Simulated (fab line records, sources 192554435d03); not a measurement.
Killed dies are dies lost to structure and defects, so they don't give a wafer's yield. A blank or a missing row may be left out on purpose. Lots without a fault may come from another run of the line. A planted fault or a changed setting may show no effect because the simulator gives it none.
fab line records | flow n5_finfet
record lots=8 wafers=24 last_day=17
route steps=1938 shown DUMMY_GATE@221 SPACER0@261 SD_EPI_N@272 BEOL_M4@1111 PASSIVATION@1936
lots that met no fault: from a run of the same line without faults
start_h: hours from the record's first day to the start of the lot's first wafer shown | wait_h: hours since the lot's step before | " the same as in the row above | L1.1+2: a row that stands for several wafers | - no value, or no start given | * or withheld: withheld | < > ~ a bound
route shown NAME@n: a module of which the file shows steps, and the number in the route of the first | usual: mean/standard deviation of fault-free wafers | same: alike in all rows | chamber/n: place in a boat | sites: the reading at each site | _std_site: their standard deviation | _edge_site: outer sites' mean less inner sites' | radius_mm: how far each site lies from the wafer's centre | mask NAME#n: copy n | behind: the tool/chamber that last shaped the wafer | hold: why the lot was held/for how many hours/how that ended | device: the transistor (n, p or np) that didn't switch | end of line: the same wafers' tests at the end of the route | a step without rows: its recipe alone | killed: dies lost to structure and defects at the first sort, not the wafer's yield | map: a wafer's dies, x killed, . not, _ none there
set.NAME: the setting as run; set.NAME@STEP: as run at that earlier step | model.NAME: the simulator's own value behind a step, which no gauge read
steps of the route over a sample of lots; a table a step, a row a wafer
services: from which hour (start_h, from the record's first day; less than 0 if before it) a tool's chamber was out of use, for how many hours, and why
## steps
# step N5_DUMMY_GATE_PECVD_30
# recipe material=SiO2 target_thk_a=550 temp_c=400 precursor=TEOS/O2 pressure_torr=6.5 rf_w=withheld teos_flow_sccm=withheld gas=O2 flow_sccm=2650 time_s=10.8
# columns lot.wafer tool chamber start_h wait_h
L451.2+5+6 pecvd-04 2,1,0 65.78 0.0
L452.1+5+6 pecvd-02 0,0,2 69.89 0.0
L455.1+5+6 pecvd-04 0,2,0 88.54 0.0
L457.2+4+5 pecvd-03 2,0,1 100.82 0.0
L458.2+5+6 pecvd-02 1,2,0 108.72 0.0
L461.4+5+6 pecvd-03 2,0,1 125.44 0.1
L463.1+3+4 pecvd-02 2,1,1 135.53 0.0
L471.3+4+6 pecvd-04 1,0,1 184.43 0.0
# step N5_DUMMY_GATE_CD_MEAS_15
# recipe target_cd_nm=25.8 landing_energy_ev=500 detector=se_inlens
# usual cd_nm=25.09/0.22
# columns lot.wafer tool chamber start_h wait_h cd_nm
L451.2 cd_sem-02 0 66.23 - 25.19
L451.5 " 0 " " 24.55
L451.6 " 0 " " 25.25
L452.1 cd_sem-01 0 70.35 - 25.07
L452.5 " 0 " " 25.24
L452.6 " 0 " " 24.70
L455.1 cd_sem-02 0 88.86 - 25.30
L455.5 " 0 " " 25.47
L455.6 " 0 " " 25.09
L457.2 cd_sem-01 0 101.27 - 25.13
L457.4 " 0 " " 25.05
L457.5 " 0 " " 25.14
L458.2 cd_sem-02 0 109.05 - 25.27
L458.5 " 0 " " 24.94
L458.6 " 0 " " 25.01
L461.4 cd_sem-02 0 125.75 - 24.88
L461.5 " 0 " " 24.70
L461.6 " 0 " " 24.86
L463.1 cd_sem-01 0 135.85 - 25.06
L463.3 " 0 " " 25.16
L463.4 " 0 " " 24.84
L471.3 cd_sem-02 0 184.76 - 25.08
L471.4 " 0 " " 24.79
L471.6 " 0 " " 25.21
# step N5_DUMMY_GATE_INSPECT_17
# recipe mode=adi inspect_instrument=brightfield
# usual raw_defect_count=211/60
# columns lot.wafer tool chamber start_h wait_h raw_defect_count
L451.2 defect_inspect-01 - 66.32 0.0 354
L451.5 " - " " 229
L451.6 " - " " 237
L452.1 defect_inspect-02 - 70.45 0.1 201
L452.5 " - " " 210
L452.6 " - " " 287
L455.1 defect_inspect-01 - 88.96 0.1 221
L455.5 " - " " 175
L455.6 " - " " 193
L457.2 defect_inspect-01 - 101.37 0.0 255
L457.4 " - " " 216
L457.5 " - " " 345
L458.2 defect_inspect-02 - 109.14 0.0 186
L458.5 " - " " 180
L458.6 " - " " 197
L461.4 defect_inspect-02 - 125.85 0.0 150
L461.5 " - " " 202
L461.6 " - " " 192
L463.1 defect_inspect-01 - 135.95 0.1 205
L463.3 " - " " 702
L463.4 " - " " 751
L471.3 defect_inspect-02 - 184.85 0.0 205
L471.4 " - " " 219
L471.6 " - " " 273
# step N5_DUMMY_GATE_ETCH_36
# recipe chemistry=CF4 target=SiARC target_depth_a=130 pressure_mtorr=40 source_w=545 bias_w=36 Ar_flow_sccm=100 cf4_flow_sccm=100 ion_energy_ev=80
# usual drypump_motor_current_A=5.5/0.49 oes_product_au=0.79/0.071 rf_fwd_power_W=538.7/2.5 rf_vpp_V=184.4/1.3 showerhead_plenum_p_Torr=2.17/0.086 throttle_valve_pct=15.67/0.2
# columns lot.wafer tool chamber start_h wait_h drypump_motor_current_A oes_product_au rf_fwd_power_W rf_hours_counter_h rf_vpp_V showerhead_plenum_p_Torr throttle_valve_pct
L451.2 rie_diel-03 0 66.46 0.0 5.3 0.77 536.9 144 183.4 2.15 15.91
L451.5 " 2 " " 6.5 0.77 532.9 - 183.7 2.23 15.40
L451.6 " 1 " " 5.2 0.76 538.2 - 184.4 2.15 15.76
L452.1 rie_diel-03 2 70.59 0.0 6.4 0.77 532.2 125 184.2 2.23 15.41
L452.5 " 3 " " 5.8 0.81 542.9 - 184.6 2.25 15.56
L452.6 " 2 " " 6.4 0.76 531.8 - 185.0 2.23 15.41
L455.1 rie_diel-01 2 89.09 0.0 4.8 0.67 539.4 249 181.4 2.02 15.89
L455.5 " 3 " " 5.2 0.80 540.8 - 184.1 2.15 15.74
L455.6 " 0 " " 6.2 0.73 538.9 - 184.6 2.23 15.73
L457.2 rie_diel-02 0 101.53 0.0 5.3 0.75 539.8 144 182.9 2.14 15.78
L457.4 " 0 " " 5.3 0.76 539.5 - 184.6 2.14 15.78
L457.5 " 1 " " 4.9 0.73 538.3 - 184.4 2.05 15.33
L458.2 rie_diel-02 1 109.43 0.0 4.9 0.73 540.4 182 182.9 2.05 15.35
L458.5 " 3 " " 5.6 0.89 539.7 - 185.3 2.27 15.47
L458.6 " 0 " " 5.3 0.75 537.5 - 182.7 2.14 15.79
L461.4 rie_diel-03 1 126.08 0.0 5.2 0.75 537.2 138 184.3 2.15 15.82
L461.5 " 1 " " 5.2 0.75 538.0 - 184.7 2.15 15.81
L461.6 " 0 " " 5.3 0.76 536.4 - 184.5 2.15 15.94
L463.1 rie_diel-03 0 136.08 0.0 5.3 0.74 537.3 165 184.8 2.15 15.94
L463.3 " 2 " " 6.4 0.75 534.0 146 185.0 2.23 15.46
L463.4 " 1 " " 5.2 0.74 536.5 142 184.8 2.15 15.82
L471.3 rie_diel-01 3 184.99 0.0 5.2 0.77 538.9 157 184.7 2.14 15.81
L471.4 " 0 " " 6.1 0.71 540.9 - 185.4 2.22 15.78
L471.6 " 2 " " 4.8 0.95 539.9 - 185.3 2.26 15.41
# step N5_DUMMY_GATE_ETCH_23
# recipe chemistry=HBr/Cl2/O2 HBr_flow_sccm=150 Cl2_flow_sccm=80 O2_flow_sccm=12 bias_w=102 target_depth_a=410 time_s=22.3 target=poly-Si mask_material=SiO2 pressure_mtorr=10 icp_w=800
# usual drypump_motor_current_A=5.6/0.43 he_backside_leak_sccm=2.69/0.25 oes_product_au=1.003/0.02 rf_fwd_power_W=794.8/2.4 throttle_valve_pct=37.2/0.47
# columns lot.wafer tool chamber start_h wait_h drypump_motor_current_A he_backside_leak_sccm oes_product_au rf_fwd_power_W rf_hours_counter_h throttle_valve_pct
L451.2 rie_si-01 3 67.06 0.0 5.3 2.78 1.007 793.9 163 36.8
L451.5 " 3 " " 5.2 2.94 1.009 791.1 - 36.8
L451.6 " 2 " " 4.8 2.91 1.030 795.6 - 37.2
L452.1 rie_si-02 0 71.44 0.0 5.5 2.89 0.976 794.5 133 37.2
L452.5 " 0 " " 5.5 2.94 0.974 796.7 - 37.2
L452.6 " 3 " " 5.6 2.54 1.005 794.6 - 37.2
L455.1 rie_si-02 0 89.69 0.0 5.5 3.06 0.979 793.8 133 37.2
L455.5 " 1 " " 6.0 2.48 1.041 796.7 - 36.6
L455.6 " 2 " " 6.2 2.71 0.989 799.0 - 37.3
L457.2 rie_si-04 0 102.13 0.0 5.9 2.99 1.013 794.9 169 36.8
L457.4 " 1 " " 6.2 2.49 1.038 792.5 67 37.3
L457.5 " 3 " " 5.6 2.56 1.026 791.3 - 37.2
L458.2 rie_si-02 0 110.31 0.0 5.5 2.88 0.969 795.1 134 37.2
L458.5 " 1 " " 6.0 3.23 1.036 792.2 - 36.6
L458.6 " 0 " " 5.5 2.90 0.972 794.4 - 37.2
L461.4 rie_si-02 1 126.68 0.0 6.0 2.75 1.027 793.8 1 36.6
L461.5 " 2 " " 6.2 2.53 0.999 793.7 - 37.3
L461.6 " 1 " " 6.0 2.83 1.025 789.6 - 36.6
L463.1 rie_si-04 0 136.96 0.0 5.9 2.95 1.003 793.8 170 36.8
L463.3 " 3 " " 5.6 2.60 1.013 797.6 114 37.2
L463.4 " 1 " " 6.1 2.19 1.012 792.2 68 37.3
L471.3 rie_si-04 2 185.59 0.0 5.7 2.72 0.971 796.7 21 36.6
L471.4 " 3 " " 5.6 2.59 1.020 797.7 115 37.2
L471.6 " 2 " " 5.7 2.78 0.970 797.2 - 36.6
# step N5_DUMMY_GATE_INSPECT_27
# recipe inspect_instrument=brightfield mode=aei
# usual raw_defect_count=323/95
# columns lot.wafer tool chamber start_h wait_h raw_defect_count
L451.2 defect_inspect-02 - 67.51 0.0 558
L451.5 " - " " 352
L451.6 " - " " 346
L452.1 defect_inspect-02 - 71.89 0.0 328
L452.5 " - " " 311
L452.6 " - " " 450
L455.1 defect_inspect-02 - 90.14 0.0 316
L455.5 " - " " 257
L455.6 " - " " 306
L457.2 defect_inspect-01 - 102.62 0.0 393
L457.4 " - " " 317
L457.5 " - " " 542
L458.2 defect_inspect-01 - 110.81 0.0 260
L458.5 " - " " 284
L458.6 " - " " 317
L461.4 defect_inspect-01 - 127.17 0.0 257
L461.5 " - " " 324
L461.6 " - " " 336
L463.1 defect_inspect-02 - 137.59 0.0 320
L463.3 " - " " 756
L463.4 " - " " 893
L471.3 defect_inspect-01 - 186.04 0.0 255
L471.4 " - " " 300
L471.6 " - " " 410
# step N5_SPACER0_INSPECT_04
# recipe inspect_instrument=darkfield mode=post_dep
# usual raw_defect_count=146/36
# columns lot.wafer tool chamber start_h wait_h raw_defect_count
L451.2 defect_inspect-01 - 68.66 0.1 230
L451.5 " - " " 139
L451.6 " - " " 151
L452.1 defect_inspect-01 - 72.49 0.1 126
L452.5 " - " " 129
L452.6 " - " " 216
L455.1 defect_inspect-01 - 91.14 0.1 150
L455.5 " - " " 138
L455.6 " - " " 114
L457.2 defect_inspect-02 - 103.54 0.1 187
L457.4 " - " " 144
L457.5 " - " " 231
L458.2 defect_inspect-01 - 111.47 0.1 136
L458.5 " - " " 127
L458.6 " - " " 154
L461.4 defect_inspect-02 - 127.90 0.1 98
L461.5 " - " " 148
L461.6 " - " " 154
L463.1 defect_inspect-02 - 138.30 0.1 126
L463.3 " - " " 655
L463.4 " - " " 717
L471.3 defect_inspect-01 - 186.64 0.1 148
L471.4 " - " " 128
L471.6 " - " " 145
# step N5_SD_EPI_N_INSPECT_11
# recipe mode=adi inspect_instrument=macro
# usual raw_defect_count=2.2/1.3
# columns lot.wafer tool chamber start_h wait_h raw_defect_count
L451.2 defect_inspect-01 - 69.12 0.0 1
L451.5 " - " " 3
L451.6 " - " " 2
L452.1 defect_inspect-02 - 72.95 0.0 3
L452.5 " - " " 4
L452.6 " - " " 2
L455.1 defect_inspect-02 - 91.60 0.0 3
L455.5 " - " " 2
L455.6 " - " " 0
L457.2 defect_inspect-02 - 103.86 0.0 1
L457.4 " - " " 5
L457.5 " - " " 2
L458.2 defect_inspect-02 - 111.93 0.0 2
L458.5 " - " " 3
L458.6 " - " " 2
L461.4 defect_inspect-02 - 128.35 0.0 2
L461.5 " - " " 5
L461.6 " - " " 1
L463.1 defect_inspect-01 - 138.76 0.0 5
L463.3 " - " " >300
L463.4 " - " " >300
L471.3 defect_inspect-02 - 186.97 0.0 2
L471.4 " - " " 3
L471.6 " - " " 2
# step N5_BEOL_M4_RC_MEAS_101
# usual DIBL_N=35.9/1.9 DIBL_P=35.8/2.4 IOFF_N=0.15/0.031 IOFF_P=0.21/0.037 ION_N=672/13 ION_P=462/8.3 SS_N=71.5/0.72 SS_P=73.2/0.67 VT_N=250/3.4 VT_P=-250/3.4
# columns lot.wafer tool chamber start_h wait_h DIBL_N[mV/V] DIBL_P[mV/V] IOFF_N[nA/um] IOFF_P[nA/um] ION_N[uA/um] ION_P[uA/um] SS_N[mV/dec] SS_P[mV/dec] VT_N[mV] VT_P[mV]
L451.2 prober-02 0 197.24 0.2 35.8 35.0 0.13 0.18 661 453 71.1 72.7 251 -252
L451.5 " 0 " " 37.4 36.8 0.16 0.22 669 462 72.1 73.6 252 -250
L451.6 " 0 " " 35.5 34.3 0.13 0.18 669 459 71.0 73.0 252 -251
L455.1 prober-02 0 203.01 0.0 35.9 36.7 0.16 0.22 684 462 70.7 73.4 248 -252
L455.5 " 0 " " 33.1 32.7 0.11 0.16 657 456 70.2 71.7 252 -254
L455.6 " 0 " " 36.3 36.9 0.17 0.22 678 460 71.2 73.2 247 -248
L452.1 prober-01 0 204.98 0.0 37.3 37.0 0.16 0.24 672 469 71.5 73.0 253 -246
L452.5 " 0 " " 36.3 33.6 0.15 0.19 658 450 72.1 73.0 252 -252
L452.6 " 0 " " 36.6 35.0 0.14 0.21 661 461 72.0 73.7 251 -251
L457.2 prober-02 0 220.61 0.2 37.3 35.6 0.15 0.20 661 455 72.2 73.8 252 -250
L457.4 " 0 " " 40.0 39.7 0.20 0.27 683 464 73.4 73.9 248 -249
L457.5 " 0 " " 34.2 33.6 0.11 0.18 652 455 71.5 72.0 255 -252
L458.2 prober-01 0 225.77 0.2 35.1 35.3 0.13 0.17 665 456 70.7 72.8 253 -254
L458.5 " 0 " " 33.3 33.8 0.11 0.15 658 457 70.6 73.1 255 -257
L458.6 " 0 " " 36.9 37.2 0.16 0.20 675 459 72.0 73.7 251 -251
L461.4 prober-01 0 245.17 0.5 36.8 38.0 0.17 0.24 676 465 71.6 73.1 249 -245
L461.5 " 0 " " 35.0 35.3 0.14 0.20 655 459 71.8 73.2 253 -247
L461.6 " 0 " " 34.6 36.1 0.14 0.21 679 470 71.0 73.0 249 -246
L463.1 prober-01 0 256.16 0.0 38.7 40.9 0.24 0.30 691 472 72.6 73.3 244 -245
L463.3 " 0 " " 38.1 38.9 0.21 0.25 670 463 72.7 72.8 247 -244
L463.4 " 0 " " 36.4 37.9 0.17 0.22 684 469 71.6 74.0 251 -247
L471.3 prober-02 0 313.89 0.3 34.6 33.6 0.13 0.20 674 473 70.6 72.7 250 -251
L471.4 " 0 " " 36.8 35.7 0.17 0.23 690 475 71.4 73.0 249 -247
L471.6 " 0 " " 36.9 35.7 0.16 0.23 682 473 71.3 72.5 253 -247
# step N5_PASSIVATION_PROBE_49
# usual defect_limited_yield=91.6/1.2 killed_at_M0_to_M3=33/9.4 killed_at_M4_up=13/5.2 killed_at_contacts=13/5.6 killed_at_front_end=37/9.5 killed_at_other=4/3.1 killed_dies=99/15 killed_on_rim=13/3.6 killed_open=65/11 killed_short=32/7.5 sort_bin_5_function=4.9/0.77 sort_bin_6_memory=3.1/0.65 sort_n_pass=1081/15 sort_yield_pct=91.6/1.2
# same gross_dies=1180 killed_at_back_side=0 sort_bin_4_leakage[%]=0 sort_bin_8_speed[%]=0
# columns lot.wafer tool chamber start_h wait_h defect_limited_yield[%] killed_at_M0_to_M3 killed_at_M4_up killed_at_contacts killed_at_front_end killed_at_other killed_dies killed_on_rim killed_open killed_short sort_bin_5_function[%] sort_bin_6_memory[%] sort_n_pass sort_yield_pct[%]
L463.1 prober-01 - 360.10 0.0 90.3 51 5 7 50 2 115 10 74 41 5.8 3.6 1065 90.3
L463.3 prober-01 - 360.20 0.1 84.3 39 4 5 130 7 185 31 62 28 9.5 4.2 995 84.3
L463.4 prober-01 - 360.25 0.2 82.2 34 11 16 148 1 210 29 76 38 10.6 4.9 970 82.2
# killed by level:class
L463.1 BEOL_M3:geometric_particle:open=14 FIN_SAQP:geometric_particle:short=10 BEOL_M1:geometric_particle:open=9 DUMMY_GATE:geometric_particle:open=7 MOL_CONTACT_COAG:geometric_particle:open=7 BEOL_M0_SAQP:geometric_particle:short=7 STI_FIN_REVEAL:geometric_particle:open=6 BEOL_M0_SAQP:geometric_particle:open=6
L463.3 DUMMY_GATE:unspecified=95 FIN_SAQP:geometric_particle:open=13 BEOL_M1:geometric_particle:open=13 BEOL_M1:geometric_particle:short=8 MOL_CONTACT_COAG:geometric_particle:open=5 BEOL_M0_SAQP:geometric_particle:open=5 BEOL_M0:geometric_particle:open=5 GATE_CUT:geometric_particle:short=4
L463.4 DUMMY_GATE:unspecified=96 FIN_SAQP:geometric_particle:open=14 MOL_CONTACT_COAG:geometric_particle:open=11 FIN_SAQP:geometric_particle:short=10 STI_FIN_REVEAL:geometric_particle:open=8 BEOL_M0:geometric_particle:open=8 BEOL_M4:geometric_particle:open=8 DUMMY_GATE:geometric_particle:open=5
## services
# columns tool chamber start_h hours kind
pecvd-02 0 44.08 15.0 repair
rie_diel-01 - 46.39 15.6 pm
pecvd-03 2 54.06 10.9 repair
pecvd-02 - 54.54 6.0 pm
rie_diel-03 - 55.82 1.1 repair
rie_diel-03 1 58.99 5.7 repair
rie_diel-02 1 66.08 13.3 repair
rie_si-01 3 66.08 0.9 repair
rie_si-02 1 67.10 - clean
rie_diel-01 1 70.81 8.1 repair
rie_si-01 - 83.58 0.3 repair
pecvd-03 - 85.89 2.8 pm
rie_diel-02 2 100.33 12.5 repair
rie_si-02 2 112.41 5.3 repair
rie_si-02 0 115.30 3.1 repair
rie_diel-01 - 127.88 1.2 repair
rie_si-04 3 131.12 3.7 repair
rie_si-04 1 137.08 5.5 repair
rie_diel-03 - 138.91 0.2 repair
rie_diel-03 2 153.41 8.3 repair
pecvd-04 0 154.02 4.6 repair
rie_diel-03 1 168.76 2.7 repair
rie_diel-01 1 178.44 15.9 repair
rie_si-01 2 179.32 9.2 repair
## key
first_sign step=N5_DUMMY_GATE_INSPECT_17 reading=raw_defect_count direction=up sigmas=8.5 usual=211 struck=726
effect step=N5_DUMMY_GATE_INSPECT_27 reading=raw_defect_count direction=up sigmas=5.3 usual=323 struck=824
effect step=N5_SPACER0_INSPECT_04 reading=raw_defect_count direction=up sigmas=15 usual=146 struck=686
effect step=N5_SD_EPI_N_INSPECT_11 reading=raw_defect_count direction=up sigmas=99+ usual=2.2 struck=>300
effect step=N5_PASSIVATION_PROBE_49 reading=killed_at_front_end direction=up sigmas=11 usual=37 struck=139
more_kills_born_at N5_DUMMY_GATE_PECVD_30@pecvd-02=191
met_at N5_DUMMY_GATE_PECVD_30
struck_lots L463
struck_wafers L463.3,L463.4
not_acting_at N5_DUMMY_GATE_CD_MEAS_15,N5_DUMMY_GATE_ETCH_36,N5_DUMMY_GATE_ETCH_23
onset_between 108.72 135.53
fault kind=chamber_particle_source tool=pecvd-02 chamber=1 onset_h=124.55 steps=N5_DUMMY_GATE_PECVD_30 rate_per_visit_cm2=0.84692 end_h=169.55
